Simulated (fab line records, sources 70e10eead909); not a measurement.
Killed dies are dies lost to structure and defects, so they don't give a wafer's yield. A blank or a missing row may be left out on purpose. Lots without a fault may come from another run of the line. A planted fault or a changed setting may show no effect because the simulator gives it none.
Chamber matching | flow nand_harc | NHARC_P_M1_PRE_CLEAN_32 on pecvd-01: 3 sister chambers
The step time 12 s. 6 wafers are shown with their chamber, then 7 later ones without.

WAFERS WITH THEIR CHAMBER
wafer  | chamber | heater_power_w (W)
L084.2 | 1       | 591
L084.6 | 2       | 502
L088.5 | 1       | 563
L088.6 | 2       | 501
L090.2 | 0       | 646
L090.5 | 0       | 641

WAFERS WITHOUT THEIR CHAMBER
wafer  | heater_power_w (W)
L090.6 | 601
L095.3 | 783
L095.4 | 521
L095.6 | 791
L097.1 | 581
L097.4 | 567
L097.5 | 786

WHICH CHAMBER EACH WENT THROUGH
wafer  | from the rows above     | in truth
L090.6 | can't be placed: 1 or 0 | 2
L095.3 | 0                       | 0
L095.4 | 2                       | 2
L095.6 | 0                       | 0
L097.1 | 1                       | 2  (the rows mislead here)
L097.4 | 1                       | 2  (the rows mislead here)
L097.5 | 0                       | 0
Placed correctly: 4 of 7. Can't be placed from these rows: 1 (the true chamber is among the candidates in 0). Placed wrongly: 2.
How it was worked out, from the rows above alone: a wafer's distance from a chamber is the root of the sum, over the readings, of the square of ((its reading less the chamber's mean) divided by the reading's scatter). The wafer belongs to the nearest chamber; if the next one is less than 2 further off, it can't be placed. A chamber's mean is the mean of its shown wafers. The scatter: the root of (the sum of the squares of (reading less its chamber's mean) over the shown wafers, divided by (wafers less chambers)).
